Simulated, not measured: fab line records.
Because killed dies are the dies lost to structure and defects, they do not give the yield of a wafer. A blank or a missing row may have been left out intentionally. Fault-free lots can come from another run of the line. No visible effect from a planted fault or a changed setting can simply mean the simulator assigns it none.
The tool behind it: which one? || flow n5-finfet || 8 lots with 24 wafers sampled at 6 steps, on a route of 1938 steps

## WHAT EACH GAUGE READ, for each wafer
N5_BEOL_M3_CD_MEAS_28: target cd 25.7 nm, target cd y 23.3 nm. Usual: 25.69 nm for cd-nm, sd 0.21.
{"lot": "L547", "measured": "day 8 20:16", "on": "cd-sem-03", "cd-nm (nm)": "25.63 22.27 25.61", "flag": "OFF"}
{"lot": "L556", "measured": "day 10 23:51", "on": "cd-sem-03", "cd-nm (nm)": "25.96 25.47 25.60", "flag": ""}
{"lot": "L554", "measured": "day 11 04:17", "on": "cd-sem-03", "cd-nm (nm)": "25.49 25.46 26.00", "flag": ""}
{"lot": "L559", "measured": "day 11 18:20", "on": "cd-sem-02", "cd-nm (nm)": "25.60 25.78 25.72", "flag": ""}
{"lot": "L560", "measured": "day 12 01:51", "on": "cd-sem-03", "cd-nm (nm)": "25.51 25.46 25.39", "flag": ""}
{"lot": "L562", "measured": "day 12 14:43", "on": "cd-sem-02", "cd-nm (nm)": "25.65 25.28 25.26", "flag": ""}
{"lot": "L564", "measured": "day 13 08:19", "on": "cd-sem-03", "cd-nm (nm)": "25.72 25.78 25.50", "flag": ""}
{"lot": "L563", "measured": "day 13 11:39", "on": "cd-sem-03", "cd-nm (nm)": "25.48 25.52 25.52", "flag": ""}

N5_BEOL_M4_RC_MEAS_101. Usual: CHAIN_V2 231 ohm/link, standard deviation 6.8; CHAIN_V2_max_site 239 ohm/link, standard deviation 7.6; DIBL_N 36.2 mV/V, standard deviation 1.2; DIBL_P 36.3 mV/V, standard deviation 1.3; IOFF_N 0.155 nA/um, standard deviation 0.019; IOFF_P 0.210 nA/um, standard deviation 0.029; ION_N 677 uA/um, standard deviation 8.6; ION_P 465 uA/um, standard deviation 6.8; SS_N 71.4 mV/dec, standard deviation 0.48; SS_P 73.2 mV/dec, standard deviation 0.53; VT_N 249.9 mV, standard deviation 2.4; VT_P -250 mV, standard deviation 3.2.
{"lot": "L547", "measured": "day 10 00:17", "on": "prober-02", "CHAIN_V2 (ohm/link)": "238 318 234", "CHAIN_V2_max_site (ohm/link)": "244 333 238", "DIBL_N (mV/V)": "35.7 34.8 33.7", "DIBL_P (mV/V)": "36.7 35.9 34.1", "IOFF_N (nA/um)": "0.176 0.147 0.128", "IOFF_P (nA/um)": "0.239 0.219 0.190", "ION_N (uA/um)": "682 680 681", "ION_P (uA/um)": "470 474 467", "SS_N (mV/dec)": "71.8 70.9 70.7", "SS_P (mV/dec)": "72.9 74.0 73.0", "VT_N (mV)": "251.2 250.3 250.1", "VT_P (mV)": "-250 -252 -250", "flag": "OFF"}
{"lot": "L556", "measured": "day 12 01:39", "on": "prober-01", "CHAIN_V2 (ohm/link)": "215 231 231", "CHAIN_V2_max_site (ohm/link)": "227 238 237", "DIBL_N (mV/V)": "37.0 36.3 36.7", "DIBL_P (mV/V)": "37.8 37.1 37.1", "IOFF_N (nA/um)": "0.187 0.175 0.172", "IOFF_P (nA/um)": "0.269 0.266 0.257", "ION_N (uA/um)": "680 696 686", "ION_P (uA/um)": "469 479 478", "SS_N (mV/dec)": "71.5 71.9 71.8", "SS_P (mV/dec)": "74.1 73.7 73.1", "VT_N (mV)": "245.6 247.8 245.8", "VT_P (mV)": "-244 -247 -246", "flag": ""}
{"lot": "L554", "measured": "day 12 04:12", "on": "prober-01", "CHAIN_V2 (ohm/link)": "232 224 218", "CHAIN_V2_max_site (ohm/link)": "243 242 225", "DIBL_N (mV/V)": "37.0 35.7 39.4", "DIBL_P (mV/V)": "35.5 34.1 38.0", "IOFF_N (nA/um)": "0.158 0.138 0.196", "IOFF_P (nA/um)": "0.207 0.196 0.252", "ION_N (uA/um)": "678 683 681", "ION_P (uA/um)": "463 472 469", "SS_N (mV/dec)": "71.4 71.5 71.9", "SS_P (mV/dec)": "73.4 72.2 73.3", "VT_N (mV)": "250.1 250.8 247.5", "VT_P (mV)": "-250 -245 -245", "flag": ""}
{"lot": "L559", "measured": "day 12 18:44", "on": "prober-02", "CHAIN_V2 (ohm/link)": "239 229 223", "CHAIN_V2_max_site (ohm/link)": "243 234 239", "DIBL_N (mV/V)": "36.5 35.7 36.0", "DIBL_P (mV/V)": "37.6 36.6 37.3", "IOFF_N (nA/um)": "0.155 0.142 0.145", "IOFF_P (nA/um)": "0.216 0.194 0.219", "ION_N (uA/um)": "672 676 676", "ION_P (uA/um)": "464 464 463", "SS_N (mV/dec)": "70.9 71.5 71.8", "SS_P (mV/dec)": "73.4 73.3 73.5", "VT_N (mV)": "250.2 251.9 251.1", "VT_P (mV)": "-248 -251 -248", "flag": ""}
{"lot": "L560", "measured": "day 12 20:55", "on": "prober-02", "CHAIN_V2 (ohm/link)": "230 236 240", "CHAIN_V2_max_site (ohm/link)": "235 239 248", "DIBL_N (mV/V)": "35.8 35.6 34.0", "DIBL_P (mV/V)": "36.8 36.4 34.9", "IOFF_N (nA/um)": "0.170 0.158 0.139", "IOFF_P (nA/um)": "0.225 0.217 0.197", "ION_N (uA/um)": "678 681 679", "ION_P (uA/um)": "472 469 467", "SS_N (mV/dec)": "71.5 71.2 70.5", "SS_P (mV/dec)": "73.3 73.2 73.4", "VT_N (mV)": "245.8 249.6 247.4", "VT_P (mV)": "-248 -248 -249", "flag": ""}
{"lot": "L562", "measured": "day 13 20:10", "on": "prober-02", "CHAIN_V2 (ohm/link)": "230 233 228", "CHAIN_V2_max_site (ohm/link)": "241 255 247", "DIBL_N (mV/V)": "37.6 37.3 37.2", "DIBL_P (mV/V)": "36.5 37.1 36.3", "IOFF_N (nA/um)": "0.155 0.156 0.147", "IOFF_P (nA/um)": "0.207 0.218 0.203", "ION_N (uA/um)": "665 680 671", "ION_P (uA/um)": "457 465 467", "SS_N (mV/dec)": "71.7 71.6 71.3", "SS_P (mV/dec)": "72.6 72.3 73.1", "VT_N (mV)": "250.2 250.3 250.7", "VT_P (mV)": "-250 -249 -249", "flag": ""}
{"lot": "L564", "measured": "day 14 10:47", "on": "prober-02", "CHAIN_V2 (ohm/link)": "233 224 224", "CHAIN_V2_max_site (ohm/link)": "236 227 231", "DIBL_N (mV/V)": "35.4 36.9 37.4", "DIBL_P (mV/V)": "33.4 35.5 36.0", "IOFF_N (nA/um)": "0.128 0.159 0.164", "IOFF_P (nA/um)": "0.159 0.188 0.199", "ION_N (uA/um)": "657 673 674", "ION_P (uA/um)": "451 459 458", "SS_N (mV/dec)": "70.9 71.7 71.9", "SS_P (mV/dec)": "72.4 72.8 73.6", "VT_N (mV)": "252.2 250.4 249.7", "VT_P (mV)": "-254 -251 -252", "flag": ""}
{"lot": "L563", "measured": "day 14 17:31", "on": "prober-02", "CHAIN_V2 (ohm/link)": "231 230 237", "CHAIN_V2_max_site (ohm/link)": "248 242 241", "DIBL_N (mV/V)": "36.7 36.6 37.7", "DIBL_P (mV/V)": "36.1 35.9 38.0", "IOFF_N (nA/um)": "0.170 0.166 0.184", "IOFF_P (nA/um)": "0.206 0.199 0.240", "ION_N (uA/um)": "676 676 690", "ION_P (uA/um)": "466 461 471", "SS_N (mV/dec)": "71.5 70.6 72.1", "SS_P (mV/dec)": "73.0 73.5 73.9", "VT_N (mV)": "247.0 250.3 245.6", "VT_P (mV)": "-251 -252 -249", "flag": ""}

## EACH LOT AND THE TOOL THAT RAN IT (in order: tool; ch and the chambers of the sampled wafers; start)
{"lot": "L547", "N5_BEOL_M3_ETCH_64": "rie-diel-03 ch 2,3, day 8 19:35", "N5_BEOL_M3_EXPOSE_25": "euv-scanner-01 ch 0, day 8 20:07", "N5_BEOL_M3_DESCUM_33": "rie-diel-05 ch 0,3, day 8 20:23", "N5_BEOL_M3_ALD_98": "ald-sin-02 ch 1,2, day 8 20:31"}
{"lot": "L556", "N5_BEOL_M3_ETCH_64": "rie-diel-06 ch 1,2,3, day 10 23:02", "N5_BEOL_M3_EXPOSE_25": "euv-scanner-01 ch 0, day 10 23:43", "N5_BEOL_M3_DESCUM_33": "rie-diel-06 ch 1,2,3, day 10 23:58", "N5_BEOL_M3_ALD_98": "ald-sin-02 ch 0,1,2, day 11 00:06"}
{"lot": "L554", "N5_BEOL_M3_ETCH_64": "rie-diel-05 ch 1,2, day 11 03:37", "N5_BEOL_M3_EXPOSE_25": "euv-scanner-01 ch 0, day 11 04:10", "N5_BEOL_M3_DESCUM_33": "rie-diel-05 ch 1,3, day 11 04:25", "N5_BEOL_M3_ALD_98": "ald-sin-03 ch 1,3, day 11 04:49"}
{"lot": "L559", "N5_BEOL_M3_ETCH_64": "rie-diel-05 ch 0,1,3, day 11 17:32", "N5_BEOL_M3_EXPOSE_25": "euv-scanner-01 ch 0, day 11 18:11", "N5_BEOL_M3_DESCUM_33": "rie-diel-03 ch 0,1, day 11 18:29", "N5_BEOL_M3_ALD_98": "ald-sin-03 ch 1,2, day 11 18:37"}
{"lot": "L560", "N5_BEOL_M3_ETCH_64": "rie-diel-05 ch 2,3, day 12 01:11", "N5_BEOL_M3_EXPOSE_25": "euv-scanner-01 ch 0, day 12 01:43", "N5_BEOL_M3_DESCUM_33": "rie-diel-03 ch 2,3, day 12 01:59", "N5_BEOL_M3_ALD_98": "ald-sin-03 ch 0,3, day 12 02:07"}
{"lot": "L562", "N5_BEOL_M3_ETCH_64": "rie-diel-03 ch 0,1,3, day 12 13:56", "N5_BEOL_M3_EXPOSE_25": "euv-scanner-01 ch 0, day 12 14:35", "N5_BEOL_M3_DESCUM_33": "rie-diel-03 ch 0,1,2, day 12 14:51", "N5_BEOL_M3_ALD_98": "ald-sin-02 ch 1,2, day 12 15:23"}
{"lot": "L564", "N5_BEOL_M3_ETCH_64": "rie-diel-03 ch 0,1,2, day 13 07:29", "N5_BEOL_M3_EXPOSE_25": "euv-scanner-02 ch 0, day 13 08:10", "N5_BEOL_M3_DESCUM_33": "rie-diel-03 ch 0,1,2, day 13 08:26", "N5_BEOL_M3_ALD_98": "ald-sin-03 ch 0,3, day 13 08:38"}
{"lot": "L563", "N5_BEOL_M3_ETCH_64": "rie-diel-03 ch 0,1,2, day 13 10:44", "N5_BEOL_M3_EXPOSE_25": "euv-scanner-02 ch 0, day 13 11:32", "N5_BEOL_M3_DESCUM_33": "rie-diel-05 ch 1,2,3, day 13 11:47", "N5_BEOL_M3_ALD_98": "ald-sin-02 ch 1,2, day 13 11:55"}
- N5_BEOL_M3_ETCH_64: etches SOC in N2/H2, target depth 75 nm, overetch 15 nm, time 112.5 s.
- N5_BEOL_M3_EXPOSE_25: exposes mask V2, defocus 5 nm.
- N5_BEOL_M3_DESCUM_33: chemistry O2, time 7 s.
- N5_BEOL_M3_ALD_98: deposits SiO2, target thk 2.5 nm, pulse time 1 s, co reactant pulse time 1 s.

## AS READ BY THE TOOLS THEMSELVES (means over the sampled wafers that have a number; for cases with no such wafer, the mark the record gives instead)
N5_BEOL_M3_ETCH_64. Usual: drypump-motor-current-A 5.4 A, standard deviation 0.44; oes-product-au 0.62 a.u., standard deviation 0.055; rf-vpp-V 523.8 V, standard deviation 1.6; showerhead-plenum-p-Torr 2.54 Torr, standard deviation 0.046; throttle-valve-pct 17.77 %, standard deviation 0.26.
{"lot": "L547", "tool": "rie-diel-03", "drypump-motor-current-A (A)": 5.5, "oes-product-au (a.u.)": 0.58, "rf-vpp-V (V)": 524.8, "showerhead-plenum-p-Torr (Torr)": 2.57, "throttle-valve-pct (%)": 17.92, "flag": ""}
{"lot": "L556", "tool": "rie-diel-06", "drypump-motor-current-A (A)": 5.5, "oes-product-au (a.u.)": 0.69, "rf-vpp-V (V)": 525.2, "showerhead-plenum-p-Torr (Torr)": 2.58, "throttle-valve-pct (%)": 17.73, "flag": ""}
{"lot": "L554", "tool": "rie-diel-05", "drypump-motor-current-A (A)": 5.6, "oes-product-au (a.u.)": 0.64, "rf-vpp-V (V)": 523.3, "showerhead-plenum-p-Torr (Torr)": 2.52, "throttle-valve-pct (%)": 17.93, "flag": ""}
{"lot": "L559", "tool": "rie-diel-05", "drypump-motor-current-A (A)": 5.1, "oes-product-au (a.u.)": 0.60, "rf-vpp-V (V)": 523.2, "showerhead-plenum-p-Torr (Torr)": 2.51, "throttle-valve-pct (%)": 17.74, "flag": ""}
{"lot": "L560", "tool": "rie-diel-05", "drypump-motor-current-A (A)": 5.7, "oes-product-au (a.u.)": 0.61, "rf-vpp-V (V)": 523.7, "showerhead-plenum-p-Torr (Torr)": 2.55, "throttle-valve-pct (%)": 17.95, "flag": ""}
{"lot": "L562", "tool": "rie-diel-03", "drypump-motor-current-A (A)": 5.6, "oes-product-au (a.u.)": 0.63, "rf-vpp-V (V)": 523.4, "showerhead-plenum-p-Torr (Torr)": 2.53, "throttle-valve-pct (%)": 17.78, "flag": ""}
{"lot": "L564", "tool": "rie-diel-03", "drypump-motor-current-A (A)": 5.7, "oes-product-au (a.u.)": 0.62, "rf-vpp-V (V)": 523.7, "showerhead-plenum-p-Torr (Torr)": 2.55, "throttle-valve-pct (%)": 17.61, "flag": ""}
{"lot": "L563", "tool": "rie-diel-03", "drypump-motor-current-A (A)": 5.7, "oes-product-au (a.u.)": 0.61, "rf-vpp-V (V)": 523.9, "showerhead-plenum-p-Torr (Torr)": 2.55, "throttle-valve-pct (%)": 17.59, "flag": ""}

N5_BEOL_M3_DESCUM_33. Usual: drypump-motor-current-A 5.5 A, standard deviation 0.41; o2-flow-sccm 225.0 sccm, standard deviation 0.71; oes-product-au 0.79 a.u., standard deviation 0.083; rf-vpp-V 243.2 V, standard deviation 1; showerhead-plenum-p-Torr 2.09 Torr, standard deviation 0.047; throttle-valve-pct 20.40 %, standard deviation 0.23.
{"lot": "L547", "tool": "rie-diel-05", "drypump-motor-current-A (A)": 5.2, "o2-flow-sccm (sccm)": 224.3, "oes-product-au (a.u.)": 0.74, "rf-vpp-V (V)": 242.7, "showerhead-plenum-p-Torr (Torr)": 2.09, "throttle-valve-pct (%)": 20.35, "flag": ""}
{"lot": "L556", "tool": "rie-diel-06", "drypump-motor-current-A (A)": 5.6, "o2-flow-sccm (sccm)": 224.7, "oes-product-au (a.u.)": 0.88, "rf-vpp-V (V)": 243.9, "showerhead-plenum-p-Torr (Torr)": 2.13, "throttle-valve-pct (%)": 20.39, "flag": ""}
{"lot": "L554", "tool": "rie-diel-05", "drypump-motor-current-A (A)": 5.1, "o2-flow-sccm (sccm)": 224.9, "oes-product-au (a.u.)": 0.81, "rf-vpp-V (V)": 242.1, "showerhead-plenum-p-Torr (Torr)": 2.05, "throttle-valve-pct (%)": 20.21, "flag": ""}
{"lot": "L559", "tool": "rie-diel-03", "drypump-motor-current-A (A)": 5.5, "o2-flow-sccm (sccm)": 225.4, "oes-product-au (a.u.)": 0.83, "rf-vpp-V (V)": 242.9, "showerhead-plenum-p-Torr (Torr)": 2.09, "throttle-valve-pct (%)": 20.22, "flag": ""}
{"lot": "L560", "tool": "rie-diel-03", "drypump-motor-current-A (A)": 5.5, "o2-flow-sccm (sccm)": 224.7, "oes-product-au (a.u.)": 0.72, "rf-vpp-V (V)": 243.8, "showerhead-plenum-p-Torr (Torr)": 2.10, "throttle-valve-pct (%)": 20.49, "flag": ""}
{"lot": "L562", "tool": "rie-diel-03", "drypump-motor-current-A (A)": 5.7, "o2-flow-sccm (sccm)": 225.3, "oes-product-au (a.u.)": 0.78, "rf-vpp-V (V)": 243.6, "showerhead-plenum-p-Torr (Torr)": 2.10, "throttle-valve-pct (%)": 20.21, "flag": ""}
{"lot": "L564", "tool": "rie-diel-03", "drypump-motor-current-A (A)": 5.7, "o2-flow-sccm (sccm)": 224.6, "oes-product-au (a.u.)": 0.78, "rf-vpp-V (V)": 243.5, "showerhead-plenum-p-Torr (Torr)": 2.10, "throttle-valve-pct (%)": 20.22, "flag": ""}
{"lot": "L563", "tool": "rie-diel-05", "drypump-motor-current-A (A)": 5.4, "o2-flow-sccm (sccm)": 225.2, "oes-product-au (a.u.)": 0.78, "rf-vpp-V (V)": 242.8, "showerhead-plenum-p-Torr (Torr)": 2.07, "throttle-valve-pct (%)": 20.41, "flag": ""}

N5_BEOL_M3_ALD_98. Usual: heater-power-outer-w 43 W, standard deviation 4.3; heater-power-w 78 W, standard deviation 6.7; precursor-pulse-height-rel 0.998, standard deviation 0.019.
{"lot": "L547", "tool": "ald-sin-02", "heater-power-outer-w (W)": 44, "heater-power-w (W)": 81, "precursor-pulse-height-rel": 1.000, "flag": ""}
{"lot": "L556", "tool": "ald-sin-02", "heater-power-outer-w (W)": 44, "heater-power-w (W)": 81, "precursor-pulse-height-rel": 0.998, "flag": ""}
{"lot": "L554", "tool": "ald-sin-03", "heater-power-outer-w (W)": 43, "heater-power-w (W)": 75, "precursor-pulse-height-rel": 0.980, "flag": ""}
{"lot": "L559", "tool": "ald-sin-03", "heater-power-outer-w (W)": 43, "heater-power-w (W)": 79, "precursor-pulse-height-rel": 1.034, "flag": ""}
{"lot": "L560", "tool": "ald-sin-03", "heater-power-outer-w (W)": 39, "heater-power-w (W)": 74, "precursor-pulse-height-rel": 0.990, "flag": ""}
{"lot": "L562", "tool": "ald-sin-02", "heater-power-outer-w (W)": 43, "heater-power-w (W)": 81, "precursor-pulse-height-rel": 0.987, "flag": ""}
{"lot": "L564", "tool": "ald-sin-03", "heater-power-outer-w (W)": 40, "heater-power-w (W)": 74, "precursor-pulse-height-rel": 0.995, "flag": ""}
{"lot": "L563", "tool": "ald-sin-02", "heater-power-outer-w (W)": 43, "heater-power-w (W)": 81, "precursor-pulse-height-rel": 0.997, "flag": ""}

## THE ANSWER, worked out from the rows above alone
Rule: a lot is off if the mean of its wafers that have a number lies more than 3 standard deviations from the usual mean. Also off: a lot with no number at a reading for which 4 or more lots have one. Any other lot the step has rows for is counted as sound. The gauges are gone through in route order, then the tools' own readings, and for those a lot's mean is taken as printed above. At the first step where some lot is off, the reading lying furthest off is the one used; lots without a number count as furthest.
Off: L547, at N5_BEOL_M3_CD_MEAS_28 (cd-nm).
If a tool, at a process step before that reading, ran all the lots that are off and no sound lot after the first of them, it fits. Not tried: the gauges at N5_BEOL_M3_CD_MEAS_28; whatever is off there is also off at N5_BEOL_M4_RC_MEAS_101, on other tools, and gauge error can't account for it. Of those tried, none fits.

## WHAT WAS PUT IN BY THE SIMULATOR
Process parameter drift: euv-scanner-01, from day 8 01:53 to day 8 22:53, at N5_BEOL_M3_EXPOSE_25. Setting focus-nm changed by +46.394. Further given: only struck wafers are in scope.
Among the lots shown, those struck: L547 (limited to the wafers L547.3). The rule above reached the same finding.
